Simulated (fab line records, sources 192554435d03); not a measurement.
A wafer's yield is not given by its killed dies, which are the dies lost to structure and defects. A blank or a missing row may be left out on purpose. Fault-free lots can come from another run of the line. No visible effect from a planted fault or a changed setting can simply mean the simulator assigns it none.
fab line records | flow n5_finfet | part 1 of 2: steps 1 to 20 of 30
record: lots: 5 | wafers: 15 | last_day: 20
route steps=1938 shown BEOL_M5@1140
lots that met no fault: taken from a fault-free run of the same line
start_h: hours from the record's first day to the start of the lot's first wafer shown | wait_h: hours from the lot's prior step to this one | " as in the row above | L1.1+2: a single row standing in for several wafers | - value missing, or start not given | * or withheld: withheld | < > ~ a bound
route shown NAME@n: a module of which the file shows steps, and the number in the route of the first | usual: mean/standard deviation of fault-free wafers | same: alike in all rows | chamber/n: place in a boat | sites: each site's reading | _std_site: the values' standard deviation | _edge_site: outer sites' mean less inner sites' | radius_mm: how far each site lies from the wafer's centre | mask NAME#n: copy n | behind: tool/chamber where the wafer was last shaped | hold: why the lot went on hold/how many hours it stayed there/how the hold came to an end | device: which transistor (n, p or np) failed to switch | end of line: the tests these same wafers got at the end of their route | step lacking rows: just its recipe | killed: the dies lost at the first sort to structure and to defects; this is not the yield of the wafer | map: dies across one wafer; x = killed, . = not, _ = none there
set.NAME: the setting the step ran with; set.NAME@STEP: the setting that earlier step ran with | model.NAME: the simulator's own value behind a step, which no gauge read
a table for each step, a row for each wafer; lots at some steps of the route
services: the hour from which a tool's chamber was out of use, counted from the record's first day as start_h (under 0 if before that day), plus the number of hours and why
== steps ==
step: N5_BEOL_M5_COAT_66
recipe: resist: SiARC | temp_c: 220 | time_s: 60 | spin_rpm: 1500 | resist_thk_nm: 12
usual: spin_speed_rpm: 1499.7/0.9
same: time_s: 60
lot.wafer | tool           | chamber | start_h | wait_h | spin_speed_rpm
L087.4    | litho_track-04 | 0       | -       | -      | 1499.4
L087.5    | "              | 0       | "       | "      | 1498.0
L087.6    | "              | 0       | "       | "      | 1498.9
L085.2    | litho_track-01 | 0       | -       | -      | 1499.9
L085.3    | "              | 0       | "       | "      | 1498.6
L085.6    | "              | 0       | "       | "      | 1499.4
L088.1    | litho_track-04 | 0       | -       | -      | 1499.4
L088.2    | "              | 0       | "       | "      | 1501.4
L088.6    | "              | 0       | "       | "      | 1500.2
L095.2    | litho_track-04 | 0       | -       | -      | 1499.4
L095.3    | "              | 0       | "       | "      | 1499.7
L095.5    | "              | 0       | "       | "      | 1499.5
L094.2    | litho_track-05 | 0       | -       | -      | 1500.1
L094.3    | "              | 0       | "       | "      | 1499.3
L094.5    | "              | 0       | "       | "      | 1501.5
step: N5_BEOL_M5_COAT_74
recipe: resist: underlayer | temp_c: 205 | time_s: 60 | spin_rpm: 1500 | resist_thk_nm: 5
usual: spin_speed_rpm: 1500.1/0.95
same: time_s: 60
lot.wafer | tool           | chamber | start_h | wait_h | spin_speed_rpm
L087.4    | litho_track-04 | 0       | -       | -      | 1501.6
L087.5    | "              | 0       | "       | "      | 1501.6
L087.6    | "              | 0       | "       | "      | 1500.1
L085.2    | litho_track-01 | 0       | -       | -      | 1500.9
L085.3    | "              | 0       | "       | "      | 1500.3
L085.6    | "              | 0       | "       | "      | 1500.6
L088.1    | litho_track-04 | 0       | -       | -      | 1499.6
L088.2    | "              | 0       | "       | "      | 1499.6
L088.6    | "              | 0       | "       | "      | 1499.3
L095.2    | litho_track-04 | 0       | -       | -      | 1500.0
L095.3    | "              | 0       | "       | "      | 1501.6
L095.5    | "              | 0       | "       | "      | 1502.7
L094.2    | litho_track-05 | 0       | -       | -      | 1500.2
L094.3    | "              | 0       | "       | "      | 1501.2
L094.5    | "              | 0       | "       | "      | 1500.6
step: N5_BEOL_M5_COAT_22
recipe: resist: CAR-EUV | spin_rpm: 1500 | resist_thk_nm: 30
usual: spin_speed_rpm: 1500.0/0.87
lot.wafer | tool           | chamber | start_h | wait_h | spin_speed_rpm
L087.4    | litho_track-04 | 0       | -       | -      | 1499.3
L087.5    | "              | 0       | "       | "      | 1499.3
L087.6    | "              | 0       | "       | "      | 1499.0
L085.2    | litho_track-01 | 0       | -       | -      | 1499.6
L085.3    | "              | 0       | "       | "      | 1499.2
L085.6    | "              | 0       | "       | "      | 1499.9
L088.1    | litho_track-04 | 0       | -       | -      | 1499.9
L088.2    | "              | 0       | "       | "      | 1500.3
L088.6    | "              | 0       | "       | "      | 1500.5
L095.2    | litho_track-04 | 0       | -       | -      | 1500.7
L095.3    | "              | 0       | "       | "      | 1500.5
L095.5    | "              | 0       | "       | "      | 1498.7
L094.2    | litho_track-05 | 0       | -       | -      | 1500.7
L094.3    | "              | 0       | "       | "      | 1500.1
L094.5    | "              | 0       | "       | "      | 1499.3
step: N5_BEOL_M5_EBR_24
recipe: solvent: PGMEA | ebr_width_mm: 1.5
lot.wafer  | tool           | chamber | start_h | wait_h
L087.4+5+6 | litho_track-04 | 0       | -       | -
L085.2+3+6 | litho_track-01 | 0       | -       | -
L088.1+2+6 | litho_track-04 | 0       | -       | -
L095.2+3+5 | litho_track-04 | 0       | -       | -
L094.2+3+5 | litho_track-05 | 0       | -       | -
step: N5_BEOL_M5_SOFTBAKE_23
recipe: temp_c: 110 | time_s: 60 | resist: CAR-EUV
same: time_s: 60
lot.wafer  | tool           | chamber | start_h | wait_h
L087.4+5+6 | litho_track-04 | 0       | -       | -
L085.2+3+6 | litho_track-01 | 0       | -       | -
L088.1+2+6 | litho_track-04 | 0       | -       | -
L095.2+3+5 | litho_track-04 | 0       | -       | -
L094.2+3+5 | litho_track-05 | 0       | -       | -
step: N5_BEOL_M5_EXPOSE_25
recipe: mask_id: V4 | na: 0.33 | source_shape: quasar | sigma_inner: 0.2 | sigma_outer: 0.6 | polarization: unpolarized | defocus_nm: 10 | dose_mj: 52.75
lot.wafer  | tool           | chamber | start_h | wait_h | mask
L087.4+5+6 | euv_scanner-01 | 0       | 310.29  | -      | V4#0
L085.2+3+6 | euv_scanner-01 | 0       | 324.71  | -      | V4#0
L088.1+2+6 | euv_scanner-01 | 0       | 324.76  | -      | V4#0
L095.2+3+5 | euv_scanner-01 | 0       | 356.37  | -      | V4#0
L094.2+3+5 | euv_scanner-02 | 0       | 374.88  | -      | V4#0
step: N5_BEOL_M5_PEB_26
recipe: peb_temp_c: 100 | peb_time_s: 60 | resist: CAR-EUV
lot.wafer  | tool           | chamber | start_h | wait_h
L087.4+5+6 | litho_track-01 | 0       | 310.34  | 0.0
L085.2+3+6 | litho_track-01 | 0       | 324.78  | 0.1
L088.1+2+6 | litho_track-05 | 0       | 324.83  | 0.1
L095.2+3+5 | litho_track-04 | 0       | 356.43  | 0.1
L094.2+3+5 | litho_track-04 | 0       | 374.94  | 0.1
step: N5_BEOL_M5_DEVELOP_27
recipe: develop_time_s: 30 | developer: TMAH | resist: CAR-EUV | rinse_liquid: surfactant_rinse | dry: air_spin | dev_temp_c: 23
same: develop_time_s: 30
lot.wafer  | tool           | chamber | start_h | wait_h
L087.4+5+6 | litho_track-01 | 0       | -       | -
L085.2+3+6 | litho_track-01 | 0       | -       | -
L088.1+2+6 | litho_track-05 | 0       | -       | -
L095.2+3+5 | litho_track-04 | 0       | -       | -
L094.2+3+5 | litho_track-04 | 0       | -       | -
step: N5_BEOL_M5_CD_MEAS_28
recipe: target_cd_nm: 30.6 | landing_energy_ev: 500 | detector: se_inlens | target_cd_y_nm: 20 | polarity: opening
usual: cd_nm: 30.60/0.23
lot.wafer | tool      | chamber | start_h | wait_h | cd_nm
L087.4    | cd_sem-01 | 0       | 310.40  | -      | 30.92
L087.5    | "         | 0       | "       | "      | 31.10
L087.6    | "         | 0       | "       | "      | 30.89
L085.2    | cd_sem-02 | 0       | 324.85  | -      | 30.56
L085.3    | "         | 0       | "       | "      | 30.75
L085.6    | "         | 0       | "       | "      | 30.30
L088.1    | cd_sem-03 | 0       | 324.89  | -      | 30.39
L088.2    | "         | 0       | "       | "      | 30.09
L088.6    | "         | 0       | "       | "      | 30.51
L095.2    | cd_sem-03 | 0       | 356.50  | -      | 30.61
L095.3    | "         | 0       | "       | "      | 30.11
L095.5    | "         | 0       | "       | "      | 30.87
L094.2    | cd_sem-02 | 0       | 375.01  | -      | 30.51
L094.3    | "         | 0       | "       | "      | 30.48
L094.5    | "         | 0       | "       | "      | 30.41
step: N5_BEOL_M5_OVL_MEAS_29
recipe: points_per_wafer: 522
usual: V4_OVL: 0.0/0.59
lot.wafer | tool       | chamber | start_h | wait_h | V4_OVL[nm]
L087.4    | overlay-01 | 0       | 310.45  | 0.0    | 0.7
L087.5    | "          | 0       | "       | "      | -0.1
L087.6    | "          | 0       | "       | "      | 1.2
L085.2    | overlay-01 | 0       | 324.88  | 0.0    | -0.9
L085.3    | "          | 0       | "       | "      | -0.6
L085.6    | "          | 0       | "       | "      | -1.0
L088.1    | overlay-01 | 0       | 324.92  | 0.0    | -0.3
L088.2    | "          | 0       | "       | "      | -0.9
L088.6    | "          | 0       | "       | "      | -0.2
L095.2    | overlay-01 | 0       | 356.53  | 0.0    | 1.2
L095.3    | "          | 0       | "       | "      | 1.0
L095.5    | "          | 0       | "       | "      | 1.6
L094.2    | overlay-01 | 0       | 375.05  | 0.0    | -0.8
L094.3    | "          | 0       | "       | "      | 0.1
L094.5    | "          | 0       | "       | "      | -0.7
step: N5_BEOL_M5_INSPECT_30
recipe: mode: adi | inspect_instrument: brightfield
usual: raw_defect_count: 423/89
lot.wafer | tool              | chamber | start_h | wait_h | raw_defect_count
L087.4    | defect_inspect-02 | -       | 310.49  | 0.0    | 425
L087.5    | "                 | -       | "       | "      | 406
L087.6    | "                 | -       | "       | "      | 361
L085.2    | defect_inspect-02 | -       | 324.94  | 0.1    | 340
L085.3    | "                 | -       | "       | "      | 562
L085.6    | "                 | -       | "       | "      | 398
L088.1    | defect_inspect-02 | -       | 324.98  | 0.1    | 444
L088.2    | "                 | -       | "       | "      | 370
L088.6    | "                 | -       | "       | "      | 281
L095.2    | defect_inspect-01 | -       | 356.59  | 0.0    | 513
L095.3    | "                 | -       | "       | "      | 333
L095.5    | "                 | -       | "       | "      | 322
L094.2    | defect_inspect-02 | -       | 375.10  | 0.0    | 307
L094.3    | "                 | -       | "       | "      | 322
L094.5    | "                 | -       | "       | "      | 389
step: N5_BEOL_M5_DESCUM_33
recipe: chemistry: O2 | time_s: 7 | source_power_w: 50 | bias_power_w: 20 | pressure_mtorr: 20 | rf_frequency_hz: 2.712e+07 | temp_c: 40 | resist: CAR-EUV | o2_flow_sccm: 225
usual: drypump_motor_current_A: 5.9/0.36 | oes_product_au: 0.82/0.074 | rf_vpp_V: 242.7/1.6 | showerhead_plenum_p_Torr: 2.07/0.081 | throttle_valve_pct: 20.33/0.29
same: time_s: 7
lot.wafer | tool        | chamber | start_h | wait_h | drypump_motor_current_A | oes_product_au | rf_hours_counter_h | rf_vpp_V | showerhead_plenum_p_Torr | throttle_valve_pct
L087.4    | rie_diel-04 | 2       | 310.66  | 0.2    | 5.9                     | 0.83           | 64                 | 242.1    | 2.05                     | 20.51
L087.5    | "           | 0       | "       | "      | 5.7                     | 0.71           | -                  | 241.6    | 2.09                     | 20.45
L087.6    | "           | 1       | "       | "      | 6.4                     | 0.89           | -                  | 244.6    | 2.15                     | 20.69
L085.2    | rie_diel-01 | 1       | 324.98  | 0.0    | 6.1                     | 0.75           | 154                | 242.1    | 2.01                     | 20.46
L085.3    | "           | 2       | "       | "      | 6.0                     | 0.86           | 43                 | 243.8    | 2.11                     | 19.89
L085.6    | "           | 2       | "       | "      | 6.1                     | 0.86           | -                  | 244.1    | 2.11                     | 19.89
L088.1    | rie_diel-06 | 1       | 325.34  | 0.4    | 5.7                     | 0.96           | 14                 | 245.2    | 2.13                     | 20.04
L088.2    | "           | 2       | "       | "      | 5.3                     | 0.89           | 27                 | 243.1    | 2.14                     | 20.21
L088.6    | "           | 2       | "       | "      | 5.3                     | 0.89           | -                  | 241.8    | 2.14                     | 20.21
L095.2    | rie_diel-06 | 3       | 356.66  | 0.1    | 6.3                     | 0.74           | 174                | 241.1    | 1.92                     | 20.30
L095.3    | "           | 0       | "       | "      | 5.9                     | 0.82           | 71                 | 244.0    | 2.03                     | 19.87
L095.5    | "           | 3       | "       | "      | 6.3                     | 0.74           | -                  | 239.7    | 1.92                     | 20.28
L094.2    | rie_diel-06 | 3       | 375.13  | 0.0    | 6.3                     | 0.75           | 180                | 241.4    | 1.92                     | 20.31
L094.3    | "           | 1       | "       | "      | 5.7                     | 0.94           | 28                 | 244.2    | 2.13                     | 20.05
L094.5    | "           | 3       | "       | "      | 6.3                     | 0.74           | -                  | 239.8    | 1.92                     | 20.29
step: N5_BEOL_M5_ETCH_75
recipe: chemistry: N2/H2 | target: underlayer | target_depth_a: 65 | mask_material: CAR-EUV | time_s: 5.2 | ion_energy_ev: 200 | pressure_mtorr: 30 | source_w: 840 | bias_w: 150 | n2_flow_sccm: 200 | h2_flow_sccm: 200 | ends: cleared
usual: bias_w: 150.0/0.42 | drypump_motor_current_A: 5.9/0.36 | etch_rf_on_time_s: 5.15/0.14 | oes_product_au: 0.70/0.066 | rf_vpp_V: 522.9/3 | showerhead_plenum_p_Torr: 2.51/0.1 | throttle_valve_pct: 17.73/0.27
lot.wafer | tool        | chamber | start_h | wait_h | bias_w | drypump_motor_current_A | etch_rf_on_time_s | oes_product_au | rf_hours_counter_h | rf_vpp_V | showerhead_plenum_p_Torr | throttle_valve_pct
L087.4    | rie_diel-04 | 2       | 310.69  | 0.0    | 149.9  | 5.9                     | 5.34              | 0.72           | 64                 | 522.5    | 2.47                     | 17.74
L087.5    | "           | 0       | "       | "      | 149.9  | 5.7                     | 5.37              | 0.60           | -                  | 525.1    | 2.52                     | 17.79
L087.6    | "           | 1       | "       | "      | 150.2  | 6.3                     | 5.12              | 0.76           | -                  | 524.4    | 2.58                     | 17.96
L085.2    | rie_diel-01 | 1       | 325.01  | 0.0    | 150.0  | 6.1                     | 5.28              | 0.63           | 154                | 522.2    | 2.45                     | 17.99
L085.3    | "           | 2       | "       | "      | 149.8  | 6.1                     | 4.99              | 0.74           | 43                 | 526.9    | 2.60                     | 17.63
L085.6    | "           | 2       | "       | "      | 150.0  | 6.1                     | 4.99              | 0.74           | -                  | 523.7    | 2.60                     | 17.66
L088.1    | rie_diel-06 | 1       | 325.37  | 0.0    | 149.5  | 5.7                     | 5.12              | 0.81           | 14                 | 526.3    | 2.59                     | 17.42
L088.2    | "           | 2       | "       | "      | 149.6  | 5.2                     | 5.08              | 0.75           | 27                 | 525.8    | 2.60                     | 17.53
L088.6    | "           | 2       | "       | "      | 149.7  | 5.2                     | 5.02              | 0.76           | -                  | 524.4    | 2.60                     | 17.49
L095.2    | rie_diel-06 | 3       | 356.69  | 0.0    | 150.0  | 6.3                     | 5.28              | 0.63           | 174                | 518.9    | 2.32                     | 17.58
L095.3    | "           | 0       | "       | "      | 150.1  | 5.9                     | 5.32              | 0.70           | 71                 | 521.2    | 2.47                     | 17.33
L095.5    | "           | 3       | "       | "      | 150.2  | 6.3                     | 5.27              | 0.62           | -                  | 517.6    | 2.32                     | 17.55
L094.2    | rie_diel-06 | 3       | 375.17  | 0.0    | 150.4  | 6.3                     | 5.23              | 0.63           | 180                | 518.4    | 2.31                     | 17.57
L094.3    | "           | 1       | "       | "      | 150.1  | 5.7                     | 5.14              | 0.78           | 28                 | 525.7    | 2.59                     | 17.43
L094.5    | "           | 3       | "       | "      | 150.0  | 6.3                     | 5.25              | 0.62           | -                  | 518.1    | 2.31                     | 17.58
step: N5_BEOL_M5_ETCH_67
recipe: chemistry: CF4 | target: SiARC | target_depth_a: 156 | mask_material: CAR-EUV | time_s: 26 | ion_energy_ev: 80 | pressure_mtorr: 40 | source_w: 545 | bias_w: 36 | Ar_flow_sccm: 100 | cf4_flow_sccm: 100 | ends: cleared
usual: bias_w: 36.01/0.11 | drypump_motor_current_A: 5.9/0.36 | etch_rf_on_time_s: 25.7/0.66 | oes_product_au: 0.70/0.067 | rf_vpp_V: 183.8/1.2 | showerhead_plenum_p_Torr: 2.11/0.078 | throttle_valve_pct: 15.48/0.22
lot.wafer | tool        | chamber | start_h | wait_h | bias_w | drypump_motor_current_A | etch_rf_on_time_s | oes_product_au | rf_hours_counter_h | rf_vpp_V | showerhead_plenum_p_Torr | throttle_valve_pct
L087.4    | rie_diel-04 | 2       | 310.71  | 0.0    | 35.85  | 5.9                     | 26.2              | 0.73           | 64                 | 183.0    | 2.08                     | 15.58
L087.5    | "           | 0       | "       | "      | 35.96  | 5.7                     | 26.4              | 0.60           | -                  | 184.4    | 2.12                     | 15.63
L087.6    | "           | 1       | "       | "      | 35.95  | 6.3                     | 25.2              | 0.77           | -                  | 183.1    | 2.18                     | 15.64
L085.2    | rie_diel-01 | 1       | 325.03  | 0.0    | 35.93  | 6.1                     | 26.0              | 0.63           | 154                | 183.3    | 2.05                     | 15.61
L085.3    | "           | 2       | "       | "      | 36.06  | 6.1                     | 24.9              | 0.74           | 43                 | 184.2    | 2.18                     | 15.24
L085.6    | "           | 2       | "       | "      | 35.97  | 6.0                     | 25.0              | 0.75           | -                  | 184.2    | 2.18                     | 15.23
L088.1    | rie_diel-06 | 1       | 325.39  | 0.0    | 35.90  | 5.7                     | 26.2              | 0.81           | 14                 | 185.0    | 2.18                     | 15.19
L088.2    | "           | 2       | "       | "      | 36.04  | 5.2                     | 25.2              | 0.76           | 27                 | 183.7    | 2.19                     | 15.27
L088.6    | "           | 2       | "       | "      | 36.18  | 5.2                     | 25.0              | 0.77           | -                  | 184.7    | 2.19                     | 15.27
L095.2    | rie_diel-06 | 3       | 356.71  | 0.0    | 35.90  | 6.3                     | 26.5              | 0.63           | 174                | 183.4    | 1.98                     | 15.53
L095.3    | "           | 0       | "       | "      | 36.07  | 5.9                     | 26.5              | 0.69           | 71                 | 183.0    | 2.09                     | 15.12
L095.5    | "           | 3       | "       | "      | 35.78  | 6.3                     | 26.6              | 0.62           | -                  | 183.3    | 1.98                     | 15.55
L094.2    | rie_diel-06 | 3       | 375.18  | 0.0    | 35.97  | 6.3                     | 26.5              | 0.62           | 180                | 182.1    | 1.98                     | 15.56
L094.3    | "           | 1       | "       | "      | 35.97  | 5.7                     | 25.9              | 0.78           | 28                 | 184.8    | 2.18                     | 15.22
L094.5    | "           | 3       | "       | "      | 35.98  | 6.3                     | 26.6              | 0.63           | -                  | 182.0    | 1.98                     | 15.57
step: N5_BEOL_M5_ETCH_68
recipe: chemistry: N2/H2 | target: SOC | target_depth_a: 800 | overetch_a: 160 | mask_material: SiARC | temp_c: 40 | time_s: 120 | ion_energy_ev: 200 | pressure_mtorr: 30 | source_w: 840 | bias_w: 150 | n2_flow_sccm: 200 | h2_flow_sccm: 200
usual: bias_w: 150.0/0.44 | drypump_motor_current_A: 5.9/0.36 | oes_product_au: 0.62/0.054 | rf_vpp_V: 523.0/2.9 | showerhead_plenum_p_Torr: 2.51/0.1 | throttle_valve_pct: 17.69/0.27
same: time_s: 120
lot.wafer | tool        | chamber | start_h | wait_h | bias_w | drypump_motor_current_A | oes_product_au | rf_hours_counter_h | rf_vpp_V | showerhead_plenum_p_Torr | throttle_valve_pct
L087.4    | rie_diel-04 | 2       | 310.73  | 0.0    | 150.5  | 5.9                     | 0.65           | 64                 | 521.3    | 2.47                     | 17.70
L087.5    | "           | 0       | "       | "      | 149.7  | 5.7                     | 0.54           | -                  | 523.5    | 2.52                     | 17.73
L087.6    | "           | 1       | "       | "      | 150.1  | 6.4                     | 0.67           | -                  | 525.8    | 2.58                     | 17.92
L085.2    | rie_diel-01 | 1       | 325.06  | 0.0    | 150.3  | 6.1                     | 0.57           | 154                | 521.9    | 2.45                     | 17.95
L085.3    | "           | 2       | "       | "      | 150.4  | 6.1                     | 0.65           | 43                 | 525.2    | 2.60                     | 17.61
L085.6    | "           | 2       | "       | "      | 150.5  | 6.1                     | 0.65           | -                  | 524.5    | 2.60                     | 17.61
L088.1    | rie_diel-06 | 1       | 325.42  | 0.0    | 150.7  | 5.7                     | 0.72           | 15                 | 525.8    | 2.59                     | 17.37
L088.2    | "           | 2       | "       | "      | 150.0  | 5.2                     | 0.67           | 27                 | 525.6    | 2.60                     | 17.49
L088.6    | "           | 2       | "       | "      | 150.3  | 5.2                     | 0.67           | -                  | 525.7    | 2.60                     | 17.48
L095.2    | rie_diel-06 | 3       | 356.74  | 0.0    | 149.3  | 6.3                     | 0.57           | 174                | 518.9    | 2.32                     | 17.53
L095.3    | "           | 0       | "       | "      | 149.9  | 5.9                     | 0.62           | 71                 | 522.0    | 2.47                     | 17.29
L095.5    | "           | 3       | "       | "      | 150.0  | 6.3                     | 0.57           | -                  | 517.3    | 2.32                     | 17.54
L094.2    | rie_diel-06 | 3       | 375.21  | 0.0    | 150.0  | 6.2                     | 0.57           | 180                | 518.6    | 2.31                     | 17.54
L094.3    | "           | 1       | "       | "      | 149.8  | 5.7                     | 0.70           | 28                 | 525.1    | 2.59                     | 17.40
L094.5    | "           | 3       | "       | "      | 149.7  | 6.3                     | 0.56           | -                  | 516.5    | 2.31                     | 17.55
step: N5_BEOL_M5_STRIP_69
recipe: chemistry: N2/H2 | temp_c: 40 | n2_flow_sccm: 200 | h2_flow_sccm: 200 | rf_frequency_hz: 6e+07
lot.wafer  | tool        | chamber | start_h | wait_h
L087.4+5+6 | rie_diel-04 | 2,0,1   | 310.82  | 0.0
L085.2+3+6 | rie_diel-01 | 1,2,2   | 325.14  | 0.0
L088.1+2+6 | rie_diel-06 | 1,2,2   | 325.50  | 0.0
L095.2+3+5 | rie_diel-06 | 3,0,3   | 356.82  | 0.0
L094.2+3+5 | rie_diel-06 | 3,1,3   | 375.29  | 0.0
step: N5_BEOL_M5_STRIP_76
recipe: chemistry: N2/H2 | temp_c: 40 | n2_flow_sccm: 200 | h2_flow_sccm: 200 | rf_frequency_hz: 6e+07
lot.wafer  | tool        | chamber | start_h | wait_h
L087.4+5+6 | rie_diel-04 | 2,0,1   | 310.83  | 0.0
L085.2+3+6 | rie_diel-01 | 1,2,2   | 325.15  | 0.0
L088.1+2+6 | rie_diel-06 | 1,2,2   | 325.51  | 0.0
L095.2+3+5 | rie_diel-06 | 3,0,3   | 356.83  | 0.0
L094.2+3+5 | rie_diel-06 | 3,1,3   | 375.30  | 0.0
step: N5_BEOL_M5_VIA_ETCH_34
recipe: chemistry: C4F6/O2 | target: SiCOH_lowk | target_depth_a: 883 | mask_material: SOC | taper_deg: 4 | time_s: 39.2 | ion_energy_ev: 250 | pressure_mtorr: 30 | source_w: 345 | bias_w: 185 | Ar_flow_sccm: 300 | C4F6_flow_sccm: 10 | O2_flow_sccm: 10
usual: bias_w: 185.0/0.5 | drypump_motor_current_A: 5.9/0.36 | oes_product_au: 0.82/0.077 | rf_vpp_V: 656/9.2 | showerhead_plenum_p_Torr: 2.81/0.1 | throttle_valve_pct: 20.74/0.22
same: time_s: 39.2
lot.wafer | tool        | chamber | start_h | wait_h | bias_w | drypump_motor_current_A | oes_product_au | rf_hours_counter_h | rf_vpp_V | showerhead_plenum_p_Torr | throttle_valve_pct
L087.4    | rie_diel-04 | 2       | 310.84  | 0.0    | 185.7  | 5.9                     | 0.84           | 64                 | 643      | 2.76                     | 20.75
L087.5    | "           | 0       | "       | "      | 184.8  | 5.7                     | 0.70           | -                  | 653      | 2.84                     | 20.96
L087.6    | "           | 1       | "       | "      | 185.1  | 6.4                     | 0.89           | -                  | 648      | 2.87                     | 20.84
L085.2    | rie_diel-01 | 1       | 325.16  | 0.0    | 185.3  | 6.1                     | 0.75           | 154                | 646      | 2.73                     | 20.84
L085.3    | "           | 2       | "       | "      | 184.8  | 6.1                     | 0.88           | 43                 | 654      | 2.90                     | 20.50
L085.6    | "           | 2       | "       | "      | 185.3  | 6.1                     | 0.87           | -                  | 654      | 2.90                     | 20.51
L088.1    | rie_diel-06 | 1       | 325.52  | 0.0    | 185.4  | 5.7                     | 0.95           | 15                 | 658      | 2.90                     | 20.48
L088.2    | "           | 2       | "       | "      | 185.4  | 5.3                     | 0.90           | 27                 | 666      | 2.90                     | 20.54
L088.6    | "           | 2       | "       | "      | 185.7  | 5.3                     | 0.89           | -                  | 666      | 2.90                     | 20.55
L095.2    | rie_diel-06 | 3       | 356.84  | 0.0    | 184.4  | 6.3                     | 0.74           | 174                | 655      | 2.64                     | 20.79
L095.3    | "           | 0       | "       | "      | 185.5  | 5.9                     | 0.82           | 71                 | 653      | 2.78                     | 20.42
L095.5    | "           | 3       | "       | "      | 185.3  | 6.3                     | 0.73           | -                  | 655      | 2.64                     | 20.80
L094.2    | rie_diel-06 | 3       | 375.31  | 0.0    | 184.4  | 6.4                     | 0.73           | 180                | 655      | 2.63                     | 20.79
L094.3    | "           | 1       | "       | "      | 185.8  | 5.7                     | 0.91           | 28                 | 659      | 2.89                     | 20.50
L094.5    | "           | 3       | "       | "      | 184.6  | 6.3                     | 0.73           | -                  | 655      | 2.63                     | 20.79
step: N5_BEOL_M5_STRIP_85
recipe: chemistry: C4F6/O2 | resist: SiARC | rf_frequency_hz: 6e+07
lot.wafer  | tool        | chamber | start_h | wait_h
L087.4+5+6 | rie_diel-04 | 2,0,1   | 310.87  | 0.0
L085.2+3+6 | rie_diel-01 | 1,2,2   | 325.19  | 0.0
L088.1+2+6 | rie_diel-06 | 1,2,2   | 325.55  | 0.0
L095.2+3+5 | rie_diel-06 | 3,0,3   | 356.88  | 0.0
L094.2+3+5 | rie_diel-06 | 3,1,3   | 375.35  | 0.0
step: N5_BEOL_M5_STRIP_36
recipe: chemistry: N2/H2 | power_w: 450 | temp_c: 40 | pressure_mtorr: 20 | rf_frequency_hz: 6e+07 | overash_fraction: 0.3 | bias_power_w: 7 | h2_frac: 0.5 | n2_flow_sccm: 200 | h2_flow_sccm: 200
usual: drypump_motor_current_A: 5.9/0.36 | oes_product_au: 0.82/0.075 | rf_vpp_V: 59.0/1.4 | showerhead_plenum_p_Torr: 2.50/0.1 | throttle_valve_pct: 23.5/0.35
lot.wafer | tool        | chamber | start_h | wait_h | drypump_motor_current_A | oes_product_au | rf_hours_counter_h | rf_vpp_V | showerhead_plenum_p_Torr | throttle_valve_pct
L087.4    | rie_diel-04 | 2       | 310.88  | 0.0    | 5.9                     | 0.85           | 64                 | 60.3     | 2.47                     | 23.4
L087.5    | "           | 0       | "       | "      | 5.7                     | 0.70           | -                  | 59.0     | 2.52                     | 23.4
L087.6    | "           | 1       | "       | "      | 6.3                     | 0.90           | -                  | 58.4     | 2.58                     | 23.9
L085.2    | rie_diel-01 | 1       | 325.20  | 0.0    | 6.2                     | 0.76           | 154                | 61.0     | 2.44                     | 23.9
L085.3    | "           | 2       | "       | "      | 6.1                     | 0.86           | 43                 | 59.9     | 2.60                     | 23.6
L085.6    | "           | 2       | "       | "      | 6.1                     | 0.86           | -                  | 61.5     | 2.60                     | 23.6
L088.1    | rie_diel-06 | 1       | 325.56  | 0.0    | 5.7                     | 0.97           | 15                 | 60.7     | 2.59                     | 23.3
L088.2    | "           | 2       | "       | "      | 5.2                     | 0.89           | 27                 | 61.3     | 2.59                     | 23.4
L088.6    | "           | 2       | "       | "      | 5.2                     | 0.89           | -                  | 60.3     | 2.59                     | 23.4
L095.2    | rie_diel-06 | 3       | 356.89  | 0.0    | 6.3                     | 0.75           | 174                | 58.4     | 2.31                     | 23.2
L095.3    | "           | 0       | "       | "      | 5.9                     | 0.82           | 71                 | 58.6     | 2.46                     | 23.1
L095.5    | "           | 3       | "       | "      | 6.3                     | 0.75           | -                  | 56.2     | 2.31                     | 23.2
L094.2    | rie_diel-06 | 3       | 375.36  | 0.0    | 6.3                     | 0.73           | 180                | 58.1     | 2.31                     | 23.2
L094.3    | "           | 1       | "       | "      | 5.6                     | 0.92           | 28                 | 58.3     | 2.58                     | 23.3
L094.5    | "           | 3       | "       | "      | 6.3                     | 0.73           | -                  | 58.2     | 2.31                     | 23.2
